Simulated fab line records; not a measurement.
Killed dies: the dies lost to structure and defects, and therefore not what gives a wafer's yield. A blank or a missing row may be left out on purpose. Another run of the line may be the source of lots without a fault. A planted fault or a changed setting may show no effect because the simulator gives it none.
fab line records | flow nand-harc
record: lots: 5 | wafers: 15 | last-day: 30
route steps=1302 shown A_CHANNEL_HOLE_D1@482 A_CHANNEL_FILL_D1@490 END@1302
lots with no fault: from the same line, run without faults
start-h: the number of hours between the record's first day and the start of the first shown wafer of the lot | wait-h: hours since the lot's step before | " same as the row above | L1.1+2: several wafers, shown together as one row | - no value, or no start was given | * or withheld: withheld | < > ~ a bound
route shown NAME@n: NAME is a module with steps in the file, n the number in the route of the first one | usual: average and standard deviation across the fault-free wafers | same: alike in all rows | chamber/n: place in a boat | sites: each site's reading | _std_site: the values' standard deviation | _edge_site: inner sites' mean taken away from outer sites' mean | radius-mm: how far each site lies from the wafer's centre | mask NAME#n: copy n | behind: the tool/chamber that last shaped the wafer | hold: why the lot was held/for how many hours/how that ended | device: the n, p or np transistor that did not switch | end of line: at the end of the route, the tests of the same wafers | where a step has no rows: the recipe by itself | killed: count of dies lost to structure and defects at first sort (not the wafer's yield) | map: shows each die of a wafer: x if killed, . if not, _ if none is there
set.NAME: the setting as run; set.NAME@STEP: as run at that earlier step | model.NAME: the simulator's own value behind a step, which no gauge read
certain route steps with their lots: each step a table, each wafer a row
services: from which hour (start-h, from the record's first day; less than 0 if before it) a tool's chamber was out of use, for how many hours, and why
== steps ==
step: NHARC_A_CHANNEL_HOLE_D1_STRIP_43
recipe: o2-flow-sccm: 400 | cos-flow-sccm: 20 | ar-flow-sccm: 0 | bias-w: 0 | chemistry: O2/COS
step: NHARC_A_CHANNEL_HOLE_D1_ETCH_44
recipe: target-depth-a: 1400 | overetch-a: 140 | time-s: 77 | ion-energy-ev: 100 | cf4-flow-sccm: 80 | o2-flow-sccm: 20 | ar-flow-sccm: 0 | rf-w: 300 | bias-w: 100 | chemistry: CF4/O2
usual: drypump-motor-current-A: 5.8/0.37 | oes_f_703_au: 1.000/0.005 | oes-product-au: 1.005/0.01 | rf-vpp-V: 197.5/1.2 | showerhead-plenum-p-Torr: 1.33/0.045 | throttle-valve-pct: 13.398/0.009
lot.wafer | tool        | chamber | start-h | wait-h | drypump-motor-current-A | oes_f_703_au | oes-product-au | rf-hours-counter-h | rf-vpp-V | showerhead-plenum-p-Torr | throttle-valve-pct
L370.1    | rie-diel-03 | 2       | 195.69  | 0.0    | 6.4                     | 0.999        | 1.012          | 6                  | 196.4    | 1.28                     | 13.398
L370.3    | "           | 3       | "       | "      | 5.7                     | 0.996        | 1.013          | 6                  | 198.1    | 1.38                     | 13.398
L370.2    | "           | 1       | "       | "      | 6.1                     | 0.999        | 0.996          | 7                  | 197.5    | 1.30                     | 13.391
L372.4    | rie-diel-03 | 3       | 219.02  | 0.1    | 5.7                     | 1.007        | 1.028          | 8                  | 199.0    | 1.38                     | 13.391
L372.2    | "           | 1       | "       | "      | 6.1                     | 1.001        | 1.003          | 9                  | 196.7    | 1.30                     | 13.394
L372.6    | "           | 3       | "       | "      | 5.7                     | 1.002        | 1.019          | -                  | 197.6    | 1.38                     | 13.394
L381.3    | rie-diel-03 | 2       | 299.72  | 0.1    | 6.3                     | 0.994        | 1.009          | 1                  | 197.3    | 1.28                     | 13.403
L381.4    | "           | 3       | "       | "      | 5.7                     | 0.996        | 1.006          | 1                  | 199.0    | 1.38                     | 13.400
L381.5    | "           | 1       | "       | "      | 6.1                     | 1.002        | 1.013          | -                  | 195.8    | 1.30                     | 13.396
L383.3    | rie-diel-03 | 0       | 331.61  | 0.1    | 5.4                     | 0.994        | 1.002          | 4                  | 199.4    | 1.36                     | 13.397
L383.1    | "           | 2       | "       | "      | 6.4                     | 1.001        | 1.008          | 4                  | 196.0    | 1.28                     | 13.399
L383.4    | "           | 0       | "       | "      | 5.4                     | 1.005        | 0.998          | -                  | 198.8    | 1.36                     | 13.397
L385.4    | rie-diel-07 | 3       | 348.16  | 0.0    | 5.4                     | 0.994        | 0.997          | 10                 | 197.6    | 1.28                     | 13.388
L385.2    | "           | 1       | "       | "      | 5.3                     | 0.996        | 0.988          | 9                  | 198.4    | 1.38                     | 13.386
L385.1    | "           | 2       | "       | "      | 6.1                     | 1.009        | 0.984          | 11                 | 199.1    | 1.44                     | 13.397
step: NHARC_A_CHANNEL_HOLE_D1_STRIP_27
recipe: o2-flow-sccm: 500 | ar-flow-sccm: 0 | bias-w: 0 | chemistry: O2
usual: drypump-motor-current-A: 5.9/0.37 | oes-product-au: 1.004/0.011 | rf-vpp-V: 57.6/0.82 | showerhead-plenum-p-Torr: 3.49/0.11 | throttle-valve-pct: 17.035/0.0094
lot.wafer | tool        | chamber | start-h | wait-h | drypump-motor-current-A | oes-product-au | rf-hours-counter-h | rf-vpp-V | showerhead-plenum-p-Torr | throttle-valve-pct
L370.2    | rie-diel-03 | 2       | -       | -      | 6.4                     | 1.007          | 7                  | 57.5     | 3.39                     | 17.017
L370.3    | "           | 3       | "       | "      | 5.7                     | 1.025          | 6                  | 57.1     | 3.64                     | 17.024
L370.1    | "           | 1       | "       | "      | 6.1                     | 1.001          | 7                  | 57.0     | 3.44                     | 17.038
L372.4    | rie-diel-03 | 1       | -       | -      | 6.1                     | 1.006          | 9                  | 57.2     | 3.44                     | 17.017
L372.2    | "           | 0       | "       | "      | 5.5                     | 1.003          | 9                  | 57.9     | 3.61                     | 17.041
L372.6    | "           | 2       | "       | "      | 6.4                     | 1.014          | -                  | 57.9     | 3.39                     | 17.033
L381.4    | rie-diel-03 | 2       | -       | -      | 6.4                     | 1.007          | 1                  | 57.8     | 3.38                     | 17.017
L381.3    | "           | 3       | "       | "      | 5.7                     | 1.001          | 1                  | 57.9     | 3.64                     | 17.019
L381.5    | "           | 0       | "       | "      | 5.4                     | 1.008          | -                  | 59.1     | 3.60                     | 17.031
L383.3    | rie-diel-03 | 1       | -       | -      | 6.1                     | 0.996          | 5                  | 57.5     | 3.43                     | 17.031
L383.1    | "           | 0       | "       | "      | 5.5                     | 0.990          | 4                  | 57.0     | 3.60                     | 17.031
L383.4    | "           | 2       | "       | "      | 6.4                     | 0.996          | -                  | 57.9     | 3.38                     | 17.037
L385.1    | rie-diel-07 | 3       | -       | -      | 5.5                     | 0.982          | 10                 | 57.1     | 3.40                     | 17.029
L385.2    | "           | 1       | "       | "      | 5.3                     | 0.984          | 9                  | 57.6     | 3.64                     | 17.032
L385.4    | "           | 2       | "       | "      | 6.1                     | 0.984          | 11                 | 58.2     | 3.80                     | 17.032
step: NHARC_A_CHANNEL_HOLE_D1_PRECLEAN_28
recipe: time-s: * | temp-c: 50 | bath-age-min: 0 | chemistry: SC1
step: NHARC_A_CHANNEL_HOLE_D1_SRD_29
step: NHARC_A_CHANNEL_HOLE_D1_CD_MEAS_30
usual: cd-nm: 89.4/1.4
lot.wafer | tool      | chamber | start-h | wait-h | cd-nm
L370.1    | cd-sem-02 | -       | 196.49  | -      | 89.4
L370.2    | "         | -       | "       | "      | 88.2
L370.3    | "         | -       | "       | "      | 90.1
L372.2    | cd-sem-01 | -       | 219.82  | -      | 88.4
L372.4    | "         | -       | "       | "      | 91.3
L372.6    | "         | -       | "       | "      | 90.5
L381.3    | cd-sem-02 | -       | 300.50  | -      | 90.6
L381.4    | "         | -       | "       | "      | 91.9
L381.5    | "         | -       | "       | "      | 89.9
L383.1    | cd-sem-02 | -       | 332.53  | -      | 90.8
L383.3    | "         | -       | "       | "      | 89.4
L383.4    | "         | -       | "       | "      | 87.6
L385.1    | cd-sem-03 | -       | 348.95  | -      | 89.5
L385.2    | "         | -       | "       | "      | 91.9
L385.4    | "         | -       | "       | "      | 88.1
step: NHARC_A_CHANNEL_HOLE_D1_XSEM_31
recipe: landing-energy-ev: 35000
usual: bot-cd-nm: 73.9/1.6 | bow-nm: 8.64/0.2 | tilt-deg: 0.08/0.039
lot.wafer | tool    | chamber | start-h | wait-h | bot-cd-nm | bow-nm | tilt-deg
L370.1    | xsem-02 | 0       | 196.58  | 0.1    | 74.0      | 8.65   | 0.01
L370.2    | "       | 0       | "       | "      | 72.4      | 8.59   | 0.01
L370.3    | "       | 0       | "       | "      | 74.8      | 8.62   | 0.01
L372.2    | xsem-01 | 0       | 219.91  | 0.1    | 73.3      | 8.77   | 0.09
L372.4    | "       | 0       | "       | "      | 76.5      | 8.80   | 0.09
L372.6    | "       | 0       | "       | "      | 74.8      | 8.82   | 0.09
L381.3    | xsem-02 | 0       | 300.60  | 0.1    | 74.2      | 9.08   | 0.10
L381.4    | "       | 0       | "       | "      | 76.6      | 9.03   | 0.10
L381.5    | "       | 0       | "       | "      | 73.2      | 9.01   | 0.10
L383.1    | xsem-02 | 0       | 332.63  | 0.1    | 75.7      | 8.75   | 0.05
L383.3    | "       | 0       | "       | "      | 73.2      | 8.63   | 0.05
L383.4    | "       | 0       | "       | "      | 71.8      | 8.69   | 0.05
L385.1    | xsem-01 | 0       | 349.04  | 0.1    | 73.3      | 8.69   | 0.13
L385.2    | "       | 0       | "       | "      | 75.7      | 8.70   | 0.13
L385.4    | "       | 0       | "       | "      | 71.8      | 8.61   | 0.13
step: NHARC_A_CHANNEL_HOLE_D1_INSPECT_40
usual: raw-defect-count: 73/29
lot.wafer | tool              | chamber | start-h | wait-h | raw-defect-count
L370.1    | defect-inspect-02 | -       | 196.68  | -      | 92
L370.2    | "                 | -       | "       | "      | 117
L370.3    | "                 | -       | "       | "      | 88
L372.2    | defect-inspect-02 | -       | 220.00  | -      | 24
L372.4    | "                 | -       | "       | "      | 37
L372.6    | "                 | -       | "       | "      | 37
L381.3    | defect-inspect-01 | -       | 300.69  | -      | 100
L381.4    | "                 | -       | "       | "      | 104
L381.5    | "                 | -       | "       | "      | 94
L383.1    | defect-inspect-01 | -       | 332.72  | -      | 77
L383.3    | "                 | -       | "       | "      | 94
L383.4    | "                 | -       | "       | "      | 91
L385.1    | defect-inspect-01 | -       | 349.14  | -      | 102
L385.2    | "                 | -       | "       | "      | 89
L385.4    | "                 | -       | "       | "      | 123
step: NHARC_A_CHANNEL_FILL_D1_PRECLEAN_00
recipe: time-s: * | temp-c: 50 | bath-age-min: 0 | chemistry: SC1
step: NHARC_A_CHANNEL_FILL_D1_SRD_01
step: NHARC_A_CHANNEL_FILL_D1_ALD_02
recipe: target-thk-a: 60 | pulse-time-s: 10 | ald-cycles: 60 | temp-c: 300 | material: SiO2
usual: ald-cycles: 60/0 | heater-power-w: 474/58 | precursor-pulse-height-rel: 0.998/0.02
lot.wafer | tool      | chamber | start-h | wait-h | ald-cycles | heater-power-w | precursor-pulse-height-rel
L370.3    | ald-hk-04 | 3       | 196.88  | -      | 60         | 481            | 1.014
L370.1    | "         | 0       | "       | "      | 60         | 404            | 1.012
L370.2    | "         | 2       | "       | "      | 60         | 480            | 0.978
L372.4    | ald-hk-01 | 3       | 220.20  | -      | 60         | 416            | 0.997
L372.2    | "         | 0       | "       | "      | 60         | 400            | 0.985
L372.6    | "         | 3       | "       | "      | 60         | 430            | 0.969
L381.4    | ald-hk-04 | 3       | 301.03  | -      | 60         | 483            | 0.969
L381.3    | "         | 0       | "       | "      | 60         | 406            | 0.986
L381.5    | "         | 1       | "       | "      | 60         | 485            | 0.996
L383.4    | ald-hk-02 | 2       | 332.99  | -      | 60         | 554            | 1.002
L383.3    | "         | 3       | "       | "      | 60         | 529            | 0.997
L383.1    | "         | 0       | "       | "      | 60         | 386            | 0.996
L385.1    | ald-hk-04 | 0       | 349.34  | -      | 60         | 401            | 0.999
L385.4    | "         | 2       | "       | "      | 60         | 523            | 1.009
L385.2    | "         | 3       | "       | "      | 60         | 486            | 0.986
step: NHARC_A_CHANNEL_FILL_D1_ALD_03
recipe: target-thk-a: 60 | pulse-time-s: 60 | ald-cycles: 58 | temp-c: 630 | pressure-torr: 2 | material: SiNx
usual: ald-cycles: 58/0 | precursor-pulse-height-rel: 1.000/0.019
lot.wafer | tool             | chamber | start-h | wait-h | ald-cycles | precursor-pulse-height-rel
L370.1    | ald-sin-batch-01 | 0       | -       | -      | 58         | 0.995
L370.2    | "                | 0       | "       | "      | 58         | 0.979
L370.3    | "                | 0       | "       | "      | 58         | 0.993
L372.2    | ald-sin-batch-01 | 0       | -       | -      | 58         | 0.999
L372.4    | "                | 0       | "       | "      | 58         | 0.986
L372.6    | "                | 0       | "       | "      | 58         | 0.978
L381.3    | ald-sin-batch-01 | 0       | -       | -      | 58         | 0.999
L381.4    | "                | 0       | "       | "      | 58         | 0.963
L381.5    | "                | 0       | "       | "      | 58         | 1.012
L383.1    | ald-sin-batch-01 | 0       | -       | -      | 58         | 1.017
L383.3    | "                | 0       | "       | "      | 58         | 0.972
L383.4    | "                | 0       | "       | "      | 58         | 0.968
L385.1    | ald-sin-batch-01 | 0       | -       | -      | 58         | 1.011
L385.2    | "                | 0       | "       | "      | 58         | 1.019
L385.4    | "                | 0       | "       | "      | 58         | 0.968
step: NHARC_A_CHANNEL_FILL_D1_ALD_14
recipe: target-thk-a: 25 | pulse-time-s: 10 | ald-cycles: 25 | temp-c: 300 | material: SiO2
usual: ald-cycles: 25/0 | heater-power-w: 469/68 | precursor-pulse-height-rel: 1.000/0.02
lot.wafer | tool      | chamber | start-h | wait-h | ald-cycles | heater-power-w | precursor-pulse-height-rel
L370.1    | ald-hk-01 | 1       | 203.96  | 0.1    | 25         | 455            | 0.973
L370.3    | "         | 2       | "       | "      | 25         | 576            | 0.967
L370.2    | "         | 3       | "       | "      | 25         | 417            | 0.993
L372.2    | ald-hk-04 | 0       | 227.28  | 0.1    | 25         | 399            | 0.995
L372.4    | "         | 1       | "       | "      | 25         | 469            | 1.014
L372.6    | "         | 0       | "       | "      | 25         | 399            | 0.975
L381.3    | ald-hk-04 | 0       | 307.87  | 0.0    | 29         | 395            | 1.048
L381.4    | "         | 3       | "       | "      | 25         | 481            | 1.002
L381.5    | "         | 0       | "       | "      | 29         | 402            | 1.004
L383.3    | ald-hk-01 | 3       | 337.92  | 0.3    | 25         | 385            | 0.991
L383.4    | "         | 0       | "       | "      | 25         | 413            | 0.994
L383.1    | "         | 1       | "       | "      | 25         | 453            | 0.977
L385.2    | ald-hk-01 | 2       | 356.28  | 0.0    | 25         | 567            | 1.028
L385.1    | "         | 3       | "       | "      | 25         | 385            | 0.991
L385.4    | "         | 0       | "       | "      | 25         | 421            | 1.014
step: NHARC_A_CHANNEL_FILL_D1_ALD_15
recipe: target-thk-a: 20 | pulse-time-s: 60 | ald-cycles: 19 | temp-c: 630 | pressure-torr: 2 | material: SiNx
step: NHARC_END_SORT_01
recipe: temp-c: 25
usual: killed-at-array: 57/17 | killed-at-other: 0.5/0.82 | killed-at-periphery: 4.0/2.8 | killed-dies: 61/18 | killed-open: 2.9/2 | killed-short: 2.3/1.7
same: gross-dies: 677
lot.wafer | tool      | chamber | start-h | wait-h | killed-at-array | killed-at-other | killed-at-periphery | killed-dies | killed-open | killed-short
L370.1    | prober-02 | 0       | 577.12  | 2.5    | 57              | 0               | 2                   | 59          | 3           | 0
L370.2    | prober-02 | 0       | 577.93  | 2.8    | 73              | 0               | 2                   | 75          | 2           | 6
L370.3    | prober-02 | 0       | 578.74  | 3.1    | 35              | 1               | 0                   | 36          | 4           | 3
L372.2    | prober-01 | 0       | 615.40  | 2.8    | 52              | 0               | 8                   | 60          | 5           | 5
L372.4    | prober-01 | 0       | 616.99  | 3.4    | 67              | 0               | 4                   | 71          | 3           | 2
L372.6    | prober-01 | 0       | 618.58  | 4.0    | 50              | 0               | 10                  | 60          | 3           | 1
L381.3    | prober-02 | 0       | 687.73  | 3.1    | 99              | 1               | 3                   | 103         | 0           | 1
L381.4    | prober-02 | 0       | 688.52  | 3.4    | 67              | 1               | 0                   | 68          | 0           | 1
L381.5    | prober-02 | 0       | 689.32  | 3.7    | 75              | 1               | 0                   | 76          | 0           | 1
L383.1    | prober-02 | 0       | 710.15  | 2.5    | 52              | 0               | 3                   | 55          | 5           | 0
L383.3    | prober-02 | 0       | 711.73  | 3.1    | 48              | 0               | 2                   | 50          | 1           | 0
L383.4    | prober-02 | 0       | 712.53  | 3.4    | 32              | 1               | 4                   | 37          | 3           | 2
L385.1    | prober-01 | 0       | 718.02  | 2.5    | 67              | 0               | 4                   | 71          | 4           | 4
L385.2    | prober-01 | 0       | 718.82  | 2.8    | 44              | 0               | 9                   | 53          | 2           | 0
L385.4    | prober-01 | 0       | 720.42  | 3.4    | 67              | 1               | 6                   | 74          | 2           | 3
killed by level:class
L370.1 A_CHANNEL_HOLE_D2:chamber-film-flake=29 A_CHANNEL_HOLE_D1:chamber-film-flake=16 A_DECK1_JOINT:chamber-film-flake=3 A_CONTACT:chamber-film-flake=3 A_ONON_D2:geometric-particle:open=2 A_SGD_CUT:chamber-film-flake=2 P_CONTACT:geometric-particle:open=1 P_ZERO_WELL:chamber-film-flake=1
L370.2 A_CHANNEL_HOLE_D1:chamber-film-flake=37 A_CHANNEL_HOLE_D2:chamber-film-flake=19 A_STAIRCASE:chamber-film-flake=4 A_CONTACT:chamber-film-flake=4 A_CHANNEL_FILL_D1:geometric-particle:short=2 A_WL_FILL:geometric-particle:short=2 P_CONTACT:geometric-particle:short=1 A_M0:geometric-particle:short=1
L370.3 A_CHANNEL_HOLE_D1:chamber-film-flake=13 A_CHANNEL_HOLE_D2:chamber-film-flake=10 A_DECK1_JOINT:chamber-film-flake=2 A_ONON_D1:geometric-particle:short=1 A_CHANNEL_FILL_D1:geometric-particle:open=1 A_ONON_D2:geometric-particle:short=1 A_CHANNEL_HOLE_D2:geometric-particle:open=1 A_CHANNEL_FILL_D2:geometric-particle:open=1
L372.2 A_CHANNEL_HOLE_D2:chamber-film-flake=21 A_SLIT:chamber-film-flake=17 P_ZERO_WELL:chamber-film-flake=3 P_M0:geometric-particle:short=2 A_CHANNEL_HOLE_D1:chamber-film-flake=2 A_STAIRCASE:chamber-film-flake=2 P_GATE:geometric-particle:open=1 P_CONTACT:geometric-particle:open=1
L372.4 A_CHANNEL_HOLE_D2:chamber-film-flake=31 A_SLIT:chamber-film-flake=25 P_CONTACT:chamber-film-flake=3 A_DECK1_JOINT:chamber-film-flake=2 A_STAIRCASE:chamber-film-flake=2 A_DECK1_JOINT:geometric-particle:open=1 A_ONON_D2:geometric-particle:open=1 A_ONON_D2:geometric-particle:short=1
L372.6 A_SLIT:chamber-film-flake=31 A_CHANNEL_HOLE_D2:chamber-film-flake=17 P_CONTACT:geometric-particle:open=3 P_CONTACT:chamber-film-flake=3 P_GATE:chamber-film-flake=2 A_BLC:geometric-particle:short=1 P_ZERO_WELL:chamber-film-flake=1 P_BONDPAD:chamber-film-flake=1
L381.3 A_CHANNEL_HOLE_D1:chamber-film-flake=41 A_SLIT:chamber-film-flake=32 A_CHANNEL_HOLE_D2:chamber-film-flake=15 A_STAIRCASE:chamber-film-flake=6 P_ZERO_WELL:chamber-film-flake=2 A_SGD_CUT:geometric-particle:short=1 P_BONDPAD:chamber-film-flake=1 A_DECK1_JOINT:chamber-film-flake=1
L381.4 A_SLIT:chamber-film-flake=29 A_CHANNEL_HOLE_D1:chamber-film-flake=17 A_CHANNEL_HOLE_D2:chamber-film-flake=15 A_CONTACT:chamber-film-flake=4 A_CHANNEL_FILL_D2:geometric-particle:short=1 A_BLC:chamber-film-flake=1 HYBRID_BOND:latent=1
L381.5 A_CHANNEL_HOLE_D1:chamber-film-flake=28 A_SLIT:chamber-film-flake=23 A_CHANNEL_HOLE_D2:chamber-film-flake=16 A_STAIRCASE:chamber-film-flake=4 A_CONTACT:chamber-film-flake=2 A_WL_FILL:geometric-particle:short=1 A_ZERO_WELL:chamber-film-flake=1 THIN_TSV:chamber-film-flake=1
L383.1 A_CHANNEL_HOLE_D1:chamber-film-flake=35 A_SLIT:chamber-film-flake=4 A_M0:chamber-film-flake=3 A_CONTACT:chamber-film-flake=2 P_CONTACT:geometric-particle:open=1 A_CHANNEL_FILL_D2:geometric-particle:open=1 A_WL_FILL:geometric-particle:open=1 A_CONTACT:geometric-particle:open=1
L383.3 A_CHANNEL_HOLE_D1:chamber-film-flake=38 A_M0:chamber-film-flake=4 A_SLIT:chamber-film-flake=2 A_ONON_D1:geometric-particle:open=1 P_STI:chamber-film-flake=1 P_BONDPAD:chamber-film-flake=1 A_CHANNEL_HOLE_D2:chamber-film-flake=1 A_STAIRCASE:chamber-film-flake=1
L383.4 A_CHANNEL_HOLE_D1:chamber-film-flake=21 A_CONTACT:chamber-film-flake=3 A_CHANNEL_HOLE_D2:chamber-film-flake=2 P_STI:geometric-particle:short=1 P_CONTACT:geometric-particle:open=1 A_CHANNEL_FILL_D1:geometric-particle:short=1 A_ONON_D2:geometric-particle:open=1 A_M0:geometric-particle:open=1
L385.1 A_CHANNEL_HOLE_D1:chamber-film-flake=25 A_CHANNEL_HOLE_D2:chamber-film-flake=25 A_CONTACT:chamber-film-flake=4 A_STAIRCASE:chamber-film-flake=3 A_SLIT:chamber-film-flake=3 A_M0:chamber-film-flake=2 P_GATE:geometric-particle:open=1 P_CONTACT:geometric-particle:open=1
L385.2 A_CHANNEL_HOLE_D2:chamber-film-flake=18 A_CHANNEL_HOLE_D1:chamber-film-flake=14 P_M1:chamber-film-flake=6 A_SLIT:chamber-film-flake=6 A_CONTACT:chamber-film-flake=2 A_ONON_D1:geometric-particle:open=1 A_M0:geometric-particle:open=1 P_STI:chamber-film-flake=1
L385.4 A_CHANNEL_HOLE_D1:chamber-film-flake=42 A_CHANNEL_HOLE_D2:chamber-film-flake=16 P_M1:chamber-film-flake=4 A_CONTACT:chamber-film-flake=3 A_STAIRCASE:chamber-film-flake=2 P_GATE:geometric-particle:open=1 P_M0:geometric-particle:open=1 A_ONON_D1:geometric-particle:short=1
== services ==
tool        | chamber | start-h | hours | kind
rie-diel-03 | 0       | 186.95  | -     | clean
rie-diel-03 | 1       | 186.95  | -     | clean
rie-diel-03 | 2       | 186.95  | -     | clean
rie-diel-03 | 3       | 186.95  | -     | clean
rie-diel-07 | -       | 190.19  | 0.6   | repair
rie-diel-03 | 0       | 211.45  | -     | clean
rie-diel-03 | 1       | 211.45  | -     | clean
rie-diel-03 | 2       | 211.45  | -     | clean
rie-diel-03 | 3       | 211.45  | -     | clean
rie-diel-07 | 0       | 211.67  | 2.3   | repair
rie-diel-03 | 0       | 236.18  | -     | clean
rie-diel-03 | 1       | 236.18  | -     | clean
rie-diel-07 | 3       | 244.60  | 3.2   | repair
ald-hk-04   | -       | 257.13  | 10.0  | pm
ald-hk-04   | -       | 277.71  | 0.5   | repair
rie-diel-03 | -       | 281.45  | 9.0   | pm
rie-diel-07 | -       | 295.24  | 9.0   | pm
ald-hk-01   | -       | 296.05  | 10.0  | pm
rie-diel-03 | 3       | 322.46  | 13.9  | repair
rie-diel-07 | 3       | 326.27  | 4.9   | repair
rie-diel-07 | 1       | 342.47  | 4.8   | repair
rie-diel-03 | 1       | 347.12  | 5.1   | repair
ald-hk-02   | -       | 348.47  | 10.0  | pm
rie-diel-07 | 1       | 355.11  | 4.6   | repair
== key ==
first-sign: step: NHARC_A_CHANNEL_FILL_D1_ALD_14 | reading: ald-cycles | direction: up | sigmas: 99+ | usual: 25 | struck: 29
effect none on later readings
met-at NHARC_A_CHANNEL_FILL_D1_ALD_14
struck-wafers L381.3,L381.5
tester-left-out L381
onset-between 227.28 307.87
fault: kind: process-parameter-drift | tool: ald-hk-04 | chamber: - | onset-h: 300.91 | steps: NHARC_A_CHANNEL_FILL_D1_ALD_14 | channel: ald-cycles | offset: 4 | shape: step | end-h: 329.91 | scope: struck-wafers-only | acts-in: these-recipes-only | stated: 25
tester-left-out: of these lots the tester's yield and bins aren't shown, on N5 and GAA mostly nor the transistor test; their killed dies are dies lost to structure and defects alone, not to doping, threshold or leakage, so they don't give the yield
